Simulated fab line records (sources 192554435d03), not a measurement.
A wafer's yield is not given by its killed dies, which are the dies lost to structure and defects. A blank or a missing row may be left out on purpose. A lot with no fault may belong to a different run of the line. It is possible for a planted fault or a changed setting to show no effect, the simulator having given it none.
fab line records -- flow n5_finfet -- part 1 of 2: steps 1 to 26 of 31
[record] lots = 5, wafers = 15, last_day = 16
route steps=1938 shown BEOL_M2@920 BEOL_M3@931
lots that met no fault: taken from a fault-free run of the same line
start_h: hours from the record's opening day to when the first of the lot's shown wafers began -- wait_h: time in hours since the lot's previous step -- " identical to the entry in the row above -- L1.1+2: several wafers, shown together as one row -- - no value present, or no start provided -- * or withheld: withheld -- < > ~ a bound
route shown NAME@n: a module of which the file shows steps, and the number in the route of the first -- usual: mean and standard deviation over wafers with no fault -- same: alike in all rows -- chamber/n: place in a boat -- sites: the reading at each site -- _std_site: their standard deviation -- _edge_site: outer sites' mean less inner sites' -- radius_mm: how far each site lies from the wafer's centre -- mask NAME#n: copy n -- behind: the most recent tool/chamber to have shaped the wafer -- hold: reason for holding the lot/hours on hold/outcome of the hold -- device: transistor that didn't switch, given as n, p or np -- end of line: the tests these same wafers got at the end of their route -- a step with no rows: only its recipe -- killed: dies lost to structure and defects at the first sort, not the wafer's yield -- map: the dies of a wafer, with x for killed, . for not killed, _ for no die there
set.NAME: the setting that was run; set.NAME@STEP: the one run at that earlier step -- model.NAME: the simulator's own value behind a step, which no gauge read
lots at some steps of the route; a table a step, a row a wafer
services: a tool's chamber out of use, with start hour (start_h, from the record's first day; less than 0 if before it), hours out, and reason
[[steps]]
[step N5_BEOL_M2_SPUTTER_96]
[recipe] material = Cu, target_thk_a = 45, temp_c = -20, chamber_pressure_pa = 0.07, power_w = withheld, time_s = 8.29
[usual] throttle_valve_pct = 30.0/0.97
lot.wafer,tool,chamber,start_h,wait_h,throttle_valve_pct
L075.1,pvd_sputter-02,-,140.49,0.1,30.4
L075.3,pvd_sputter-02,-,140.49,0.1,30.2
L075.4,pvd_sputter-02,-,140.49,0.1,30.6
L074.1,pvd_sputter-03,-,143.86,0.1,29.9
L074.3,pvd_sputter-03,-,143.86,0.1,28.7
L074.5,pvd_sputter-03,-,143.86,0.1,30.2
L078.2,pvd_sputter-03,-,167.04,0.1,30.1
L078.3,pvd_sputter-03,-,167.04,0.1,31.2
L078.5,pvd_sputter-03,-,167.04,0.1,29.6
L091.1,pvd_sputter-01,-,244.37,0.1,30.5
L091.2,pvd_sputter-01,-,244.37,0.1,27.6
L091.5,pvd_sputter-01,-,244.37,0.1,27.4
L093.1,pvd_sputter-03,-,263.78,0.1,28.8
L093.2,pvd_sputter-03,-,263.78,0.1,31.5
L093.3,pvd_sputter-03,-,263.78,0.1,30.1
[step N5_BEOL_M2_ECD_50]
[recipe] material = Cu, target_thk_a = 3000
lot.wafer,tool,chamber,start_h,wait_h
L075.1+3+4,ecd_cu-01,"1,0,1",140.61,0.1
L074.1+3+5,ecd_cu-01,"1,0,0",143.97,0.1
L078.2+3+5,ecd_cu-02,"1,1,0",167.15,0.1
L091.1+2+5,ecd_cu-01,"1,0,1",244.48,0.1
L093.1+2+3,ecd_cu-02,"0,1,1",263.90,0.1
[step N5_BEOL_M2_ANNEAL_51]
[recipe] temp_c = 225, time_s = 90, ambient = N2
[usual] wafer_temp_C_max = 226.1/0.47
lot.wafer,tool,chamber,start_h,wait_h,wafer_temp_C_max
L075.1,rtp_anneal-01,0,140.69,0.1,225.9
L075.3,rtp_anneal-01,0,140.69,0.1,225.7
L075.4,rtp_anneal-01,0,140.69,0.1,225.9
L074.1,rtp_anneal-01,0,144.52,0.5,225.8
L074.3,rtp_anneal-01,0,144.52,0.5,225.4
L074.5,rtp_anneal-01,0,144.52,0.5,225.7
L078.2,rtp_anneal-01,0,167.28,0.1,226.0
L078.3,rtp_anneal-01,0,167.28,0.1,225.7
L078.5,rtp_anneal-01,0,167.28,0.1,225.9
L091.1,rtp_anneal-01,0,244.56,0.1,226.0
L091.2,rtp_anneal-01,0,244.56,0.1,226.2
L091.5,rtp_anneal-01,0,244.56,0.1,226.3
L093.1,rtp_anneal-01,0,264.78,0.9,225.9
L093.2,rtp_anneal-01,0,264.78,0.9,225.7
L093.3,rtp_anneal-01,0,264.78,0.9,225.5
[step N5_BEOL_M2_CMP_52]
[recipe] stop_on = SiOC, t_overpolish_s = 6.8, down_force_psi = 1, platen_rpm = 50, clearing_platen_down_force_psi = 1.5, clearing_platen_rpm = 50, post_cmp_clean = cu_alkaline, target_thk_nm = 40, clearing_platen_pad_velocity_m_s = 0.99484, pad_velocity_m_s = 0.99484
[usual] barrier_field_endpoint_s = 24.3/0.65, motor_current_A = 5.9/0.34, overpolish_run_s = 6.799/0.0095, time_to_endpoint_s = 62/3.2
lot.wafer,tool,chamber,start_h,wait_h,barrier_field_endpoint_s,motor_current_A,overpolish_run_s,time_to_endpoint_s
L075.1,cmp-01,0,141.02,0.3,24.5,5.7,6.820,62
L075.4,cmp-01,1,141.02,0.3,24.8,6.6,6.810,61
L075.3,cmp-01,2,141.02,0.3,25.5,6.1,6.806,68
L074.3,cmp-03,1,144.83,0.2,23.5,6.3,6.806,61
L074.1,cmp-03,0,144.83,0.2,23.3,5.9,6.792,57
L074.5,cmp-03,2,144.83,0.2,24.3,5.7,6.787,61
L078.3,cmp-03,0,167.57,0.2,24.1,5.8,6.792,60
L078.2,cmp-03,2,167.57,0.2,25.7,5.9,6.803,66
L078.5,cmp-03,3,167.57,0.2,25.8,5.9,6.813,65
L091.2,cmp-03,1,245.14,0.4,23.8,5.8,6.816,60
L091.1,cmp-03,2,245.14,0.4,24.2,5.9,6.796,63
L091.5,cmp-03,1,245.14,0.4,24.3,5.7,6.793,60
L093.2,cmp-01,1,265.08,0.2,23.1,6.7,6.800,59
L093.1,cmp-01,2,265.08,0.2,24.7,6.0,6.812,68
L093.3,cmp-01,3,265.08,0.2,23.5,5.7,6.805,57
[step N5_BEOL_M2_THK_MEAS_53]
[recipe] thk_meas_gauge = xrf, reads = Cu_of_BEOL_M2_ECD_50
[usual] M2_THK = 38.3/1.4
lot.wafer,tool,chamber,start_h,wait_h,M2_THK[nm]
L075.1,film_metro-02,-,141.28,-,37.5
L075.3,film_metro-02,-,141.28,-,39.6
L075.4,film_metro-02,-,141.28,-,38.8
L074.1,film_metro-02,-,145.12,-,38.8
L074.3,film_metro-02,-,145.12,-,39.7
L074.5,film_metro-02,-,145.12,-,39.6
L078.2,film_metro-01,-,167.82,-,37.3
L078.3,film_metro-01,-,167.82,-,36.5
L078.5,film_metro-01,-,167.82,-,40.4
L091.1,film_metro-02,-,245.44,-,39.3
L091.2,film_metro-02,-,245.44,-,37.3
L091.5,film_metro-02,-,245.44,-,39.3
L093.1,film_metro-01,-,265.37,-,40.3
L093.2,film_metro-01,-,265.37,-,37.0
L093.3,film_metro-01,-,265.37,-,38.5
[step N5_BEOL_M2_PRE_CLEAN_60]
[recipe] gas = NH3/H2, time_s = 15, temp_c = *, rf_power_w = 300
[usual] heater_power_w = 80/19
lot.wafer,tool,chamber,start_h,wait_h,heater_power_w
L075.1,cvd_co-01,1,141.32,0.0,72
L075.3,cvd_co-01,2,141.32,0.0,47
L075.4,cvd_co-01,1,141.32,0.0,71
L074.1,cvd_co-01,0,145.16,0.0,76
L074.3,cvd_co-01,2,145.16,0.0,47
L074.5,cvd_co-01,0,145.16,0.0,75
L078.2,cvd_co-02,0,167.86,0.0,90
L078.3,cvd_co-02,2,167.86,0.0,105
L078.5,cvd_co-02,0,167.86,0.0,91
L091.1,cvd_co-01,0,245.47,0.0,77
L091.2,cvd_co-01,1,245.47,0.0,71
L091.5,cvd_co-01,1,245.47,0.0,73
L093.1,cvd_co-01,2,265.41,0.0,46
L093.2,cvd_co-01,0,265.41,0.0,75
L093.3,cvd_co-01,1,265.41,0.0,72
[step N5_BEOL_M2_CO_CAP_55]
[recipe] material = Co, target_thk_a = 20, temp_c = 200, precursor = CCTBA/H2, pressure_torr = 30, time_s = 102.1
[usual] heater_power_w = 230/24
lot.wafer,tool,chamber,start_h,wait_h,heater_power_w
L075.1,cvd_co-01,1,141.36,0.0,215
L075.3,cvd_co-01,2,141.36,0.0,188
L075.4,cvd_co-01,1,141.36,0.0,220
L074.1,cvd_co-01,0,145.20,0.0,224
L074.3,cvd_co-01,2,145.20,0.0,187
L074.5,cvd_co-01,0,145.20,0.0,227
L078.2,cvd_co-02,0,167.90,0.0,246
L078.3,cvd_co-02,2,167.90,0.0,259
L078.5,cvd_co-02,0,167.90,0.0,237
L091.1,cvd_co-01,0,245.51,0.0,226
L091.2,cvd_co-01,1,245.51,0.0,219
L091.5,cvd_co-01,1,245.51,0.0,217
L093.1,cvd_co-01,2,265.45,0.0,194
L093.2,cvd_co-01,0,265.45,0.0,227
L093.3,cvd_co-01,1,265.45,0.0,219
[step N5_BEOL_M2_PRE_CLEAN_56]
[recipe] gas = NH3, time_s = 15, temp_c = withheld, rf_power_w = 300
lot.wafer,tool,chamber,start_h,wait_h
L075.1+3+4,pecvd-04,"2,0,1",141.45,0.1
L074.1+3+5,pecvd-02,"0,0,2",145.29,0.1
L078.2+3+5,pecvd-03,"1,2,2",167.99,0.1
L091.1+2+5,pecvd-03,"1,0,0",245.61,0.1
L093.1+2+3,pecvd-03,"2,0,1",265.54,0.1
[step N5_BEOL_M2_DEP_57]
[recipe] material = SiCN, target_thk_a = 80, temp_c = withheld, precursor = 3MS/NH3, pressure_torr = 3, rf_w = 202, time_s = 14
[usual] showerhead_plenum_p_Torr = 3.658/0.014, throttle_valve_pct = 8.9/0.39
lot.wafer,tool,chamber,start_h,wait_h,showerhead_plenum_p_Torr,throttle_valve_pct
L075.1,pecvd-04,2,141.47,0.0,3.656,9.2
L075.3,pecvd-04,0,141.47,0.0,3.651,9.5
L075.4,pecvd-04,1,141.47,0.0,3.646,9.2
L074.1,pecvd-02,0,145.33,0.0,3.638,9.0
L074.3,pecvd-02,0,145.33,0.0,3.647,8.7
L074.5,pecvd-02,2,145.33,0.0,3.671,8.5
L078.2,pecvd-03,1,168.02,0.0,3.635,8.6
L078.3,pecvd-03,2,168.02,0.0,3.659,8.9
L078.5,pecvd-03,2,168.02,0.0,3.661,9.2
L091.1,pecvd-03,1,245.63,0.0,3.657,8.4
L091.2,pecvd-03,0,245.63,0.0,3.683,8.7
L091.5,pecvd-03,0,245.63,0.0,3.685,8.7
L093.1,pecvd-03,2,265.57,0.0,3.664,9.0
L093.2,pecvd-03,0,265.57,0.0,3.690,8.7
L093.3,pecvd-03,1,265.57,0.0,3.639,8.7
[step N5_BEOL_M2_RS_MEAS_58]
[recipe] thk_meas_gauge = four-point-probe, reads = Co_of_BEOL_M2_CO_CAP_55+Cu_of_BEOL_M2_ECD_50+Co_of_BEOL_M2_CVD_47+TaN_of_BEOL_M2_ALD_84
[usual] M2_RS = 0.69/0.034
lot.wafer,tool,chamber,start_h,wait_h,M2_RS[ohm/sq]
L075.1,film_metro-01,-,141.54,0.0,0.71
L075.3,film_metro-01,-,141.54,0.0,0.66
L075.4,film_metro-01,-,141.54,0.0,0.68
L074.1,film_metro-02,-,145.41,0.1,0.68
L074.3,film_metro-02,-,145.41,0.1,0.67
L074.5,film_metro-02,-,145.41,0.1,0.66
L078.2,film_metro-01,-,168.09,0.1,0.71
L078.3,film_metro-01,-,168.09,0.1,0.73
L078.5,film_metro-01,-,168.09,0.1,0.64
L091.1,film_metro-01,-,245.70,0.0,0.67
L091.2,film_metro-01,-,245.70,0.0,0.72
L091.5,film_metro-01,-,245.70,0.0,0.68
L093.1,film_metro-02,-,265.63,0.0,0.65
L093.2,film_metro-02,-,265.63,0.0,0.73
L093.3,film_metro-02,-,265.63,0.0,0.69
[step N5_BEOL_M2_INSPECT_59]
[recipe] inspect_instrument = darkfield, mode = post_dep
[usual] raw_defect_count = 79/26
lot.wafer,tool,chamber,start_h,wait_h,raw_defect_count
L075.1,defect_inspect-01,-,141.57,0.0,84
L075.3,defect_inspect-01,-,141.57,0.0,148
L075.4,defect_inspect-01,-,141.57,0.0,123
L074.1,defect_inspect-02,-,145.44,0.0,120
L074.3,defect_inspect-02,-,145.44,0.0,53
L074.5,defect_inspect-02,-,145.44,0.0,71
L078.2,defect_inspect-01,-,168.11,0.0,63
L078.3,defect_inspect-01,-,168.11,0.0,51
L078.5,defect_inspect-01,-,168.11,0.0,78
L091.1,defect_inspect-02,-,245.72,0.0,72
L091.2,defect_inspect-02,-,245.72,0.0,48
L091.5,defect_inspect-02,-,245.72,0.0,62
L093.1,defect_inspect-02,-,265.66,0.0,148
L093.2,defect_inspect-02,-,265.66,0.0,78
L093.3,defect_inspect-02,-,265.66,0.0,78
[step N5_BEOL_M3_ILD_DEP_00]
[recipe] material = SiOC, target_thk_a = 790, temp_c = 350, precursor = DEMS/O2, pressure_torr = 5, rf_w = 500, time_s = 15.3
[usual] heater_power_w = 453/60, showerhead_plenum_p_Torr = 5.689/0.013, throttle_valve_pct = 11.7/0.49
lot.wafer,tool,chamber,start_h,wait_h,heater_power_w,showerhead_plenum_p_Torr,throttle_valve_pct
L075.1,pecvd-01,0,141.60,0.0,443,5.677,11.6
L075.3,pecvd-01,1,141.60,0.0,517,5.697,11.6
L075.4,pecvd-01,1,141.60,0.0,509,5.699,11.6
L074.1,pecvd-04,2,145.48,0.0,514,5.675,11.8
L074.3,pecvd-04,1,145.48,0.0,351,5.709,12.1
L074.5,pecvd-04,0,145.48,0.0,529,5.673,12.8
L078.2,pecvd-03,0,168.15,0.0,413,5.724,11.3
L078.3,pecvd-03,2,168.15,0.0,447,5.687,11.7
L078.5,pecvd-03,1,168.15,0.0,458,5.655,11.2
L091.1,pecvd-04,0,245.76,0.0,516,5.686,12.5
L091.2,pecvd-04,2,245.76,0.0,499,5.679,11.0
L091.5,pecvd-04,1,245.76,0.0,300,5.683,12.0
L093.1,pecvd-03,2,265.70,0.0,452,5.689,12.3
L093.2,pecvd-03,1,265.70,0.0,470,5.663,11.2
L093.3,pecvd-03,0,265.70,0.0,458,5.707,11.4
[step N5_BEOL_M3_THK_MEAS_01]
[recipe] reads = SiOC_of_BEOL_M3_ILD_DEP_00
[usual] M3_ILD_THK = 78.6/1.5
lot.wafer,tool,chamber,start_h,wait_h,M3_ILD_THK[nm]
L075.1,film_metro-02,-,141.67,0.0,76.3
L075.3,film_metro-02,-,141.67,0.0,76.4
L075.4,film_metro-02,-,141.67,0.0,77.3
L074.1,film_metro-02,-,145.54,0.0,78.2
L074.3,film_metro-02,-,145.54,0.0,78.5
L074.5,film_metro-02,-,145.54,0.0,79.9
L078.2,film_metro-01,-,168.22,0.1,77.7
L078.3,film_metro-01,-,168.22,0.1,77.4
L078.5,film_metro-01,-,168.22,0.1,81.1
L091.1,film_metro-02,-,245.83,0.0,78.0
L091.2,film_metro-02,-,245.83,0.0,78.7
L091.5,film_metro-02,-,245.83,0.0,79.9
L093.1,film_metro-01,-,265.76,0.0,78.1
L093.2,film_metro-01,-,265.76,0.0,81.4
L093.3,film_metro-01,-,265.76,0.0,79.2
[step N5_BEOL_M3_PECVD_72]
[recipe] material = SiO2, target_thk_a = 160, temp_c = 400, precursor = TEOS/O2, pressure_torr = 5.5, rf_w = 450, teos_flow_sccm = 53.8, gas = O2, flow_sccm = 3000, time_s = 18
[usual] heater_power_w = 675/91, showerhead_plenum_p_Torr = 8.75/0.056, throttle_valve_pct = 22.0/0.87
lot.wafer,tool,chamber,start_h,wait_h,heater_power_w,showerhead_plenum_p_Torr,throttle_valve_pct
L075.1,pecvd-03,0,141.71,0.0,544,8.88,21.2
L075.3,pecvd-03,1,141.71,0.0,644,8.72,21.1
L075.4,pecvd-03,1,141.71,0.0,652,8.69,20.9
L074.1,pecvd-04,1,145.58,0.0,468,8.72,22.9
L074.3,pecvd-04,2,145.58,0.0,733,8.74,22.1
L074.5,pecvd-04,1,145.58,0.0,458,8.71,22.8
L078.2,pecvd-01,1,168.25,0.0,669,8.78,22.0
L078.3,pecvd-01,2,168.25,0.0,703,8.74,20.7
L078.5,pecvd-01,0,168.25,0.0,583,8.77,21.9
L091.1,pecvd-03,0,245.86,0.0,601,8.88,21.1
L091.2,pecvd-03,2,245.86,0.0,772,8.77,22.8
L091.5,pecvd-03,1,245.86,0.0,691,8.71,20.8
L093.1,pecvd-01,2,265.80,0.0,755,8.74,21.2
L093.2,pecvd-01,1,265.80,0.0,782,8.79,21.8
L093.3,pecvd-01,2,265.80,0.0,763,8.75,21.1
[step N5_BEOL_M3_HM_DEP_02]
[recipe] material = TiN, target_thk_a = 200, temp_c = 25, chamber_pressure_pa = 0.49996
[usual] throttle_valve_pct = 29.9/1
lot.wafer,tool,chamber,start_h,wait_h,throttle_valve_pct
L075.1,pvd_sputter-01,-,142.86,1.1,30.5
L075.3,pvd_sputter-01,-,142.86,1.1,30.2
L075.4,pvd_sputter-01,-,142.86,1.1,30.4
L074.1,pvd_sputter-01,-,146.57,1.0,30.1
L074.3,pvd_sputter-01,-,146.57,1.0,27.6
L074.5,pvd_sputter-01,-,146.57,1.0,30.3
L078.2,pvd_sputter-01,-,168.64,0.4,30.1
L078.3,pvd_sputter-01,-,168.64,0.4,27.5
L078.5,pvd_sputter-01,-,168.64,0.4,29.9
L091.1,pvd_sputter-01,-,246.57,0.7,27.4
L091.2,pvd_sputter-01,-,246.57,0.7,29.8
L091.5,pvd_sputter-01,-,246.57,0.7,30.3
L093.1,pvd_sputter-02,-,267.46,1.6,30.4
L093.2,pvd_sputter-02,-,267.46,1.6,30.4
L093.3,pvd_sputter-02,-,267.46,1.6,30.4
[step N5_BEOL_M3_COAT_61]
[recipe] resist = SOC, temp_c = 250, time_s = 60, spin_rpm = 1500, resist_thk_nm = 60
[usual] chill_plate_temp_C = 23.00/0.11
lot.wafer,tool,chamber,start_h,wait_h,chill_plate_temp_C
L075.1,litho_track-04,0,142.99,0.1,23.12
L075.3,litho_track-04,0,142.99,0.1,23.14
L075.4,litho_track-04,0,142.99,0.1,23.04
L074.1,litho_track-04,0,146.70,0.1,23.08
L074.3,litho_track-04,0,146.70,0.1,23.10
L074.5,litho_track-04,0,146.70,0.1,23.16
L078.2,litho_track-04,0,168.77,0.1,23.21
L078.3,litho_track-04,0,168.77,0.1,23.09
L078.5,litho_track-04,0,168.77,0.1,23.02
L091.1,litho_track-03,0,246.70,0.1,22.90
L091.2,litho_track-03,0,246.70,0.1,22.96
L091.5,litho_track-03,0,246.70,0.1,22.94
L093.1,litho_track-04,0,267.59,0.1,23.04
L093.2,litho_track-04,0,267.59,0.1,22.95
L093.3,litho_track-04,0,267.59,0.1,23.10
[step N5_BEOL_M3_COAT_62]
[recipe] resist = SiARC, temp_c = 220, time_s = 60, spin_rpm = 1500, resist_thk_nm = 12
[usual] chill_plate_temp_C = 22.97/0.11
lot.wafer,tool,chamber,start_h,wait_h,chill_plate_temp_C
L075.1,litho_track-04,0,-,-,22.75
L075.3,litho_track-04,0,-,-,22.88
L075.4,litho_track-04,0,-,-,22.93
L074.1,litho_track-04,0,-,-,22.91
L074.3,litho_track-04,0,-,-,22.74
L074.5,litho_track-04,0,-,-,22.97
L078.2,litho_track-04,0,-,-,22.98
L078.3,litho_track-04,0,-,-,23.04
L078.5,litho_track-04,0,-,-,23.06
L091.1,litho_track-03,0,-,-,22.78
L091.2,litho_track-03,0,-,-,23.05
L091.5,litho_track-03,0,-,-,22.83
L093.1,litho_track-04,0,-,-,22.93
L093.2,litho_track-04,0,-,-,23.10
L093.3,litho_track-04,0,-,-,22.97
[step N5_BEOL_M3_COAT_73]
[recipe] resist = underlayer, temp_c = 205, time_s = 60, spin_rpm = 1500, resist_thk_nm = 5
[usual] chill_plate_temp_C = 23.00/0.11
lot.wafer,tool,chamber,start_h,wait_h,chill_plate_temp_C
L075.1,litho_track-04,0,-,-,22.91
L075.3,litho_track-04,0,-,-,22.99
L075.4,litho_track-04,0,-,-,23.14
L074.1,litho_track-04,0,-,-,23.05
L074.3,litho_track-04,0,-,-,22.99
L074.5,litho_track-04,0,-,-,23.00
L078.2,litho_track-04,0,-,-,23.07
L078.3,litho_track-04,0,-,-,23.07
L078.5,litho_track-04,0,-,-,23.11
L091.1,litho_track-03,0,-,-,23.02
L091.2,litho_track-03,0,-,-,22.95
L091.5,litho_track-03,0,-,-,22.88
L093.1,litho_track-04,0,-,-,23.03
L093.2,litho_track-04,0,-,-,23.02
L093.3,litho_track-04,0,-,-,23.00
[step N5_BEOL_M3_COAT_05]
[recipe] resist = CAR-EUV, spin_rpm = 1500, resist_thk_nm = 30
[usual] chill_plate_temp_C = 23.01/0.11
lot.wafer,tool,chamber,start_h,wait_h,chill_plate_temp_C
L075.1,litho_track-04,0,-,-,22.87
L075.3,litho_track-04,0,-,-,22.84
L075.4,litho_track-04,0,-,-,22.93
L074.1,litho_track-04,0,-,-,22.98
L074.3,litho_track-04,0,-,-,23.03
L074.5,litho_track-04,0,-,-,22.97
L078.2,litho_track-04,0,-,-,23.03
L078.3,litho_track-04,0,-,-,22.96
L078.5,litho_track-04,0,-,-,23.00
L091.1,litho_track-03,0,-,-,22.96
L091.2,litho_track-03,0,-,-,23.06
L091.5,litho_track-03,0,-,-,22.89
L093.1,litho_track-04,0,-,-,23.03
L093.2,litho_track-04,0,-,-,22.93
L093.3,litho_track-04,0,-,-,23.01
[step N5_BEOL_M3_EBR_07]
[recipe] solvent = PGMEA, ebr_width_mm = 1.5
[usual] chill_plate_temp_C = 23.01/0.083
lot.wafer,tool,chamber,start_h,wait_h,chill_plate_temp_C
L075.1,litho_track-04,0,-,-,22.99
L075.3,litho_track-04,0,-,-,23.06
L075.4,litho_track-04,0,-,-,23.03
L074.1,litho_track-04,0,-,-,22.99
L074.3,litho_track-04,0,-,-,23.04
L074.5,litho_track-04,0,-,-,22.96
L078.2,litho_track-04,0,-,-,23.06
L078.3,litho_track-04,0,-,-,23.01
L078.5,litho_track-04,0,-,-,23.06
L091.1,litho_track-03,0,-,-,22.96
L091.2,litho_track-03,0,-,-,23.04
L091.5,litho_track-03,0,-,-,23.02
L093.1,litho_track-04,0,-,-,23.08
L093.2,litho_track-04,0,-,-,22.99
L093.3,litho_track-04,0,-,-,23.12
[step N5_BEOL_M3_SOFTBAKE_06]
[recipe] temp_c = 110, time_s = 60, resist = CAR-EUV
[usual] chill_plate_temp_C = 23.02/0.11
lot.wafer,tool,chamber,start_h,wait_h,chill_plate_temp_C
L075.1,litho_track-04,0,-,-,22.98
L075.3,litho_track-04,0,-,-,22.63
L075.4,litho_track-04,0,-,-,22.97
L074.1,litho_track-04,0,-,-,22.98
L074.3,litho_track-04,0,-,-,23.14
L074.5,litho_track-04,0,-,-,23.14
L078.2,litho_track-04,0,-,-,22.82
L078.3,litho_track-04,0,-,-,22.84
L078.5,litho_track-04,0,-,-,22.93
L091.1,litho_track-03,0,-,-,22.94
L091.2,litho_track-03,0,-,-,23.16
L091.5,litho_track-03,0,-,-,22.90
L093.1,litho_track-04,0,-,-,23.05
L093.2,litho_track-04,0,-,-,23.06
L093.3,litho_track-04,0,-,-,23.14
[step N5_BEOL_M3_EXPOSE_08]
[recipe] mask_id = M3, na = 0.33, source_shape = dipole, sigma_inner = 0.369, sigma_outer = 0.767, polarization = unpolarized, dose_mj = 33
lot.wafer,tool,chamber,start_h,wait_h,mask
L075.1+3+4,euv_scanner-01,0,143.26,-,M3#0
L074.1+3+5,euv_scanner-01,0,146.83,-,M3#0
L078.2+3+5,euv_scanner-01,0,169.03,-,M3#0
L091.1+2+5,euv_scanner-01,0,246.83,-,M3#0
L093.1+2+3,euv_scanner-02,0,267.74,-,M3#0
[step N5_BEOL_M3_PEB_09]
[recipe] peb_temp_c = 100, peb_time_s = 60, resist = CAR-EUV
[usual] chill_plate_temp_C = 23.00/0.1
lot.wafer,tool,chamber,start_h,wait_h,chill_plate_temp_C
L075.1,litho_track-04,0,143.32,0.1,22.88
L075.3,litho_track-04,0,143.32,0.1,22.95
L075.4,litho_track-04,0,143.32,0.1,23.05
L074.1,litho_track-03,0,146.89,0.1,23.09
L074.3,litho_track-03,0,146.89,0.1,23.08
L074.5,litho_track-03,0,146.89,0.1,23.00
L078.2,litho_track-04,0,169.09,0.0,23.18
L078.3,litho_track-04,0,169.09,0.0,23.02
L078.5,litho_track-04,0,169.09,0.0,22.98
L091.1,litho_track-02,0,246.89,0.1,22.91
L091.2,litho_track-02,0,246.89,0.1,23.04
L091.5,litho_track-02,0,246.89,0.1,22.91
L093.1,litho_track-03,0,267.80,0.1,22.98
L093.2,litho_track-03,0,267.80,0.1,22.97
L093.3,litho_track-03,0,267.80,0.1,23.01
[step N5_BEOL_M3_DEVELOP_10]
[recipe] develop_time_s = 30, developer = TMAH, resist = CAR-EUV, rinse_liquid = surfactant_rinse, dry = air_spin, dev_temp_c = 23
[usual] chill_plate_temp_C = 23.01/0.1
[same] develop_time_s = 30
lot.wafer,tool,chamber,start_h,wait_h,chill_plate_temp_C
L075.1,litho_track-04,0,-,-,23.07
L075.3,litho_track-04,0,-,-,23.03
L075.4,litho_track-04,0,-,-,22.91
L074.1,litho_track-03,0,-,-,22.75
L074.3,litho_track-03,0,-,-,22.91
L074.5,litho_track-03,0,-,-,22.80
L078.2,litho_track-04,0,-,-,22.87
L078.3,litho_track-04,0,-,-,22.89
L078.5,litho_track-04,0,-,-,22.96
L091.1,litho_track-02,0,-,-,22.97
L091.2,litho_track-02,0,-,-,23.01
L091.5,litho_track-02,0,-,-,23.05
L093.1,litho_track-03,0,-,-,23.10
L093.2,litho_track-03,0,-,-,23.01
L093.3,litho_track-03,0,-,-,23.02
[step N5_BEOL_M3_CD_MEAS_11]
[recipe] target_cd_nm = 17.05, landing_energy_ev = 500, detector = se_inlens, polarity = opening
[usual] cd_nm = 17.04/0.26
lot.wafer,tool,chamber,start_h,wait_h,cd_nm
L075.1,cd_sem-01,0,143.39,-,17.08
L075.3,cd_sem-01,0,143.39,-,16.98
L075.4,cd_sem-01,0,143.39,-,17.15
L074.1,cd_sem-01,0,146.96,-,16.78
L074.3,cd_sem-01,0,146.96,-,16.97
L074.5,cd_sem-01,0,146.96,-,16.85
L078.2,cd_sem-01,0,169.15,-,17.49
L078.3,cd_sem-01,0,169.15,-,16.86
L078.5,cd_sem-01,0,169.15,-,17.14
L091.1,cd_sem-03,0,246.96,-,17.21
L091.2,cd_sem-03,0,246.96,-,17.27
L091.5,cd_sem-03,0,246.96,-,17.11
L093.1,cd_sem-02,0,267.87,-,16.97
L093.2,cd_sem-02,0,267.87,-,16.85
L093.3,cd_sem-02,0,267.87,-,16.75
[step N5_BEOL_M3_OVL_MEAS_12]
[recipe] points_per_wafer = 522
[usual] M3_OVL = 0.2/0.69
lot.wafer,tool,chamber,start_h,wait_h,M3_OVL[nm]
L075.1,overlay-01,0,143.42,0.0,0.1
L075.3,overlay-01,0,143.42,0.0,0.0
L075.4,overlay-01,0,143.42,0.0,0.0
L074.1,overlay-02,0,146.99,0.0,1.6
L074.3,overlay-02,0,146.99,0.0,0.1
L074.5,overlay-02,0,146.99,0.0,0.1
L078.2,overlay-01,0,169.19,0.0,-0.7
L078.3,overlay-01,0,169.19,0.0,0.8
L078.5,overlay-01,0,169.19,0.0,-0.6
L091.1,overlay-01,0,246.99,0.0,0.7
L091.2,overlay-01,0,246.99,0.0,0.4
L091.5,overlay-01,0,246.99,0.0,0.5
L093.1,overlay-02,0,267.90,0.0,-0.1
L093.2,overlay-02,0,267.90,0.0,-0.3
L093.3,overlay-02,0,267.90,0.0,0.4
